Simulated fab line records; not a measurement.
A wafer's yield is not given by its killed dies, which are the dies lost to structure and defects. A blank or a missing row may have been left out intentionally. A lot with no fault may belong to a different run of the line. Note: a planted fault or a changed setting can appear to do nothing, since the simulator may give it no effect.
A sampling plan put to the test / flow nandHarc / each of the 21 faults these records tell of, on one fab line, judged from the records of the lots it struck
The plan consists of the line's own looks: route steps at which the wafer is read by a gauge or an inspection but not changed. Where struck wafers have a number at a look and the file lists that look's usual mean and standard deviation on fault-free wafers, the look can be judged. Caught: the struck wafers' mean, at a look after the fault's first step, is 4 or more of those standard deviations (sigma) away from the usual mean. On the tool: the test repeated on the tool's own readings taken at the fault's steps. A different recipe on the struck wafers counts as caught too, as does a record blank only for those wafers.

## THE FAULTS, as the simulator had put them in
1. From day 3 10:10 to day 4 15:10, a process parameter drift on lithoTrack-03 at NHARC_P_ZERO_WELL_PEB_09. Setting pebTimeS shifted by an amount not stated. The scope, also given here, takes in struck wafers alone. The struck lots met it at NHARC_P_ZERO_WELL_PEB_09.
2. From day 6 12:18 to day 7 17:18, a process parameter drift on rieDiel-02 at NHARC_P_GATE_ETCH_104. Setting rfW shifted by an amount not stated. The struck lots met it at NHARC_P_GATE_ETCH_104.
3. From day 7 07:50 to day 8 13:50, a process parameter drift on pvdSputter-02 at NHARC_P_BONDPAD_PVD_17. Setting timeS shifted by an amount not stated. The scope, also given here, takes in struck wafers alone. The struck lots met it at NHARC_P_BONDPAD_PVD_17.
4. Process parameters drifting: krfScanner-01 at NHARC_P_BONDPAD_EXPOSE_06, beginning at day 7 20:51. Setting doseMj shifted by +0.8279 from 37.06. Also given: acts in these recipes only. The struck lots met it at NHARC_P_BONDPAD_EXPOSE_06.
5. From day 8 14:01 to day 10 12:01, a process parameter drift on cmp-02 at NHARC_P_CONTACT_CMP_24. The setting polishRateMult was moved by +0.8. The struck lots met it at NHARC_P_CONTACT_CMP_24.
6. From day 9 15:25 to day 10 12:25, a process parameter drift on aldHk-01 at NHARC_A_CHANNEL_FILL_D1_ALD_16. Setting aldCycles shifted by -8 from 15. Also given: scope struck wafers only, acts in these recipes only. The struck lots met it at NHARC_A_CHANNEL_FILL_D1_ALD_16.
7. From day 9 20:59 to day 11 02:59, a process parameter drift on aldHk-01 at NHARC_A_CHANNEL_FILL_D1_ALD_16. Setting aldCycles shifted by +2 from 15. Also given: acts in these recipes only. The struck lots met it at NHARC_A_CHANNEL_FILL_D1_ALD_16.
8. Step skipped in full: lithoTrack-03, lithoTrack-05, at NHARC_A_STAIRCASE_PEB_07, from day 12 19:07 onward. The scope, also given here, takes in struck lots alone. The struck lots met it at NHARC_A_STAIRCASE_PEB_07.
9. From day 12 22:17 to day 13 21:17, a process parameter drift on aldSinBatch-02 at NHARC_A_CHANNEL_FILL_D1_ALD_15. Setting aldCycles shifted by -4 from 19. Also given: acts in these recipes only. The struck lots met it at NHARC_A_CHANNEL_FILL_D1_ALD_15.
10. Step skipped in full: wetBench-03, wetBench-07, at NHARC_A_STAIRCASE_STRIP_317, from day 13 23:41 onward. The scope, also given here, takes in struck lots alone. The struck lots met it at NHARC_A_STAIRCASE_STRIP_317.
11. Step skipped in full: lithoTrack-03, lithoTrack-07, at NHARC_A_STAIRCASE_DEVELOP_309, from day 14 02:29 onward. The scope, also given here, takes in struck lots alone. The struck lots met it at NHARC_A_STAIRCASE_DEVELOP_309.
12. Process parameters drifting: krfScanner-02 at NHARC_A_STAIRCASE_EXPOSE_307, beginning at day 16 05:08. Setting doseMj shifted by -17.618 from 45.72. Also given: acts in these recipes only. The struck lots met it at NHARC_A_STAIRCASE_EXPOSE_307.
13. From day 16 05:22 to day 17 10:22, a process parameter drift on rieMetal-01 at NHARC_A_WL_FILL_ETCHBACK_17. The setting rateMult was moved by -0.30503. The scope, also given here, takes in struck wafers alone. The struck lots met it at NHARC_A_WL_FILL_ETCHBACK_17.
14. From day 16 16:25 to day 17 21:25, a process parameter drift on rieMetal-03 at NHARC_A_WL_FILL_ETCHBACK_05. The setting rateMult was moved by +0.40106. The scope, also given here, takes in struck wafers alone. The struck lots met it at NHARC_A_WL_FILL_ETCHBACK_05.
15. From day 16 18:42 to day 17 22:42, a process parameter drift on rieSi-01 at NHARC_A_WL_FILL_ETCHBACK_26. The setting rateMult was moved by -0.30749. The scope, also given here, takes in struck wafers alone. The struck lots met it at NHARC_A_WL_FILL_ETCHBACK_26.
16. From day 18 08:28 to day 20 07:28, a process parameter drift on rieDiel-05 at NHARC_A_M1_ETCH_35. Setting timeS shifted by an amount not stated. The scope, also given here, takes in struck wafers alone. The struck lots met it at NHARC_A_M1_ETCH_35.
17. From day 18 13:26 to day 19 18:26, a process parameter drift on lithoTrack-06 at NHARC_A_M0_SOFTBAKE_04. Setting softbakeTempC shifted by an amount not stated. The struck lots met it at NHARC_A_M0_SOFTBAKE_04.
18. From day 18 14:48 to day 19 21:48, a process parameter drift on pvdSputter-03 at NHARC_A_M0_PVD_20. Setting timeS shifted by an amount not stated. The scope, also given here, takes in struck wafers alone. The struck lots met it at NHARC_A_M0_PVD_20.
19. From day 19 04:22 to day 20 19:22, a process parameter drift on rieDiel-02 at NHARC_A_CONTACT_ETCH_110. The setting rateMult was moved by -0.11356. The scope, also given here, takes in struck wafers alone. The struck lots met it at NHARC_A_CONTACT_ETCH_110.
20. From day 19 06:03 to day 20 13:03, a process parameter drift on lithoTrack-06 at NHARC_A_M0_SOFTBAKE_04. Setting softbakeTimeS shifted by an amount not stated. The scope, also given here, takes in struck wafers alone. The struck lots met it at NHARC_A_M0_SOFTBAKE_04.
21. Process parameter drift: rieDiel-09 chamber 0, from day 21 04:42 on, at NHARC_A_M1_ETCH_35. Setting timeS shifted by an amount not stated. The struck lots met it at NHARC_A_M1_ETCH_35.

## WHAT THE PLAN SAW
fault=1; on the tool itself=heaterPowerTotalW +6.7 sigma; first look that catches it=no look after it can be judged; reading, sigma=-; median hours from its first step to that look=-; hours from the fault's start to the first struck lot there=-; judged looks passed uncaught=0
fault=2; on the tool itself=rfFwdPowerW -69 sigma; first look that catches it=not the one look that can be judged after it; reading, sigma=-; median hours from its first step to that look=-; hours from the fault's start to the first struck lot there=-; judged looks passed uncaught=1
fault=3; on the tool itself=under 2 sigma; first look that catches it=not the one look that can be judged after it; reading, sigma=-; median hours from its first step to that look=-; hours from the fault's start to the first struck lot there=-; judged looks passed uncaught=1
fault=4; on the tool itself=exposureDoseMJCm2 +17 sigma; first look that catches it=not the one look that can be judged after it; reading, sigma=-; median hours from its first step to that look=-; hours from the fault's start to the first struck lot there=-; judged looks passed uncaught=1
fault=5; on the tool itself=timeToEndpointS -6.1 sigma; first look that catches it=no look after it can be judged; reading, sigma=-; median hours from its first step to that look=-; hours from the fault's start to the first struck lot there=-; judged looks passed uncaught=0
fault=6; on the tool itself=under 2 sigma; first look that catches it=no look after it can be judged; reading, sigma=-; median hours from its first step to that look=-; hours from the fault's start to the first struck lot there=-; judged looks passed uncaught=0
fault=7; on the tool itself=under 2 sigma; first look that catches it=not the one look that can be judged after it; reading, sigma=-; median hours from its first step to that look=-; hours from the fault's start to the first struck lot there=-; judged looks passed uncaught=1
fault=8; on the tool itself=the tool's record is blank for the struck wafers; first look that catches it=no look after it can be judged; reading, sigma=-; median hours from its first step to that look=-; hours from the fault's start to the first struck lot there=-; judged looks passed uncaught=0
fault=9; on the tool itself=under 2 sigma; first look that catches it=no look after it can be judged; reading, sigma=-; median hours from its first step to that look=-; hours from the fault's start to the first struck lot there=-; judged looks passed uncaught=0
fault=10; on the tool itself=the tool's record is blank for the struck wafers; first look that catches it=not the one look that can be judged after it; reading, sigma=-; median hours from its first step to that look=-; hours from the fault's start to the first struck lot there=-; judged looks passed uncaught=1
fault=11; on the tool itself=the tool's record is blank for the struck wafers; first look that catches it=no look after it can be judged; reading, sigma=-; median hours from its first step to that look=-; hours from the fault's start to the first struck lot there=-; judged looks passed uncaught=0
fault=12; on the tool itself=exposureDoseMJCm2 -99 or beyond sigma; first look that catches it=no look after it can be judged; reading, sigma=-; median hours from its first step to that look=-; hours from the fault's start to the first struck lot there=-; judged looks passed uncaught=0
fault=13; on the tool itself=oesProductAu -15 sigma; first look that catches it=no look after it can be judged; reading, sigma=-; median hours from its first step to that look=-; hours from the fault's start to the first struck lot there=-; judged looks passed uncaught=0
fault=14; on the tool itself=oesProductAu +20 sigma; first look that catches it=no look after it can be judged; reading, sigma=-; median hours from its first step to that look=-; hours from the fault's start to the first struck lot there=-; judged looks passed uncaught=0
fault=15; on the tool itself=oesProductAu -18 sigma; first look that catches it=no look after it can be judged; reading, sigma=-; median hours from its first step to that look=-; hours from the fault's start to the first struck lot there=-; judged looks passed uncaught=0
fault=16; on the tool itself=runLengthS -26 sigma; first look that catches it=not the one look that can be judged after it; reading, sigma=-; median hours from its first step to that look=-; hours from the fault's start to the first struck lot there=-; judged looks passed uncaught=1
fault=17; on the tool itself=heaterPowerTotalW +48 sigma; first look that catches it=not the one look that can be judged after it; reading, sigma=-; median hours from its first step to that look=-; hours from the fault's start to the first struck lot there=-; judged looks passed uncaught=1
fault=18; on the tool itself=under 2 sigma; first look that catches it=NHARC_END_SORT_01; reading, sigma=killedAtOther +4.4; median hours from its first step to that look=41.1; hours from the fault's start to the first struck lot there=51; judged looks passed uncaught=0
fault=19; on the tool itself=oesProductAu -8.9 sigma; first look that catches it=NHARC_END_SORT_01; reading, sigma=killedAtArray +71; median hours from its first step to that look=52.9; hours from the fault's start to the first struck lot there=57; judged looks passed uncaught=1
fault=20; on the tool itself=heaterPowerTotalW +99 or beyond sigma; first look that catches it=none of the 2 looks that can be judged after it; reading, sigma=strongest: killedOpen at NHARC_END_SORT_01, +3.4; median hours from its first step to that look=-; hours from the fault's start to the first struck lot there=-; judged looks passed uncaught=2
fault=21; on the tool itself=runLengthS -33 sigma; first look that catches it=not the one look that can be judged after it; reading, sigma=strongest: killedAtOther at NHARC_END_SORT_01, +2.3; median hours from its first step to that look=-; hours from the fault's start to the first struck lot there=-; judged looks passed uncaught=1
Dash: fault not caught, or number not given in these records.

Caught at a look: 2 of 21. Caught on the tool: 16 of 21. By one or the other: 17 of 21.
Faults caught by the tool alone: 1, 2, 4, 5, 8, 10, 11, 12, 13, 14, 15, 16, 17, 20, 21.
Caught at a look alone: fault 18.
Caught by neither: faults 3, 6, 7, 9.

## THINNER SAMPLING
In the worst case, this is how late the first struck lot would be measured if the look that catches a fault measured only every second or every third lot, by lot number:
fault=18; struck lots at that look, in order of time=L790; every lot=51 h; every second lot=may miss it; every third lot=may miss it
fault=19; struck lots at that look, in order of time=L195, L197; every lot=57 h; every second lot=may miss all 2; every third lot=may miss all 2
Hours count from the start of the fault until the first struck lot that is measured. The test against the limit of 4 sigma pooled every struck wafer, which means one lot taken alone may stay below that limit. Other struck lots may not be in these records.

## THE LONGEST TIMED WAY FROM STEP TO LOOK
Fault 19: a median of 52.9 hours passes between NHARC_A_CONTACT_ETCH_110 and NHARC_END_SORT_01. The look between them that can be judged stayed within 4 sigma: NHARC_A_CONTACT_INSPECT_23.
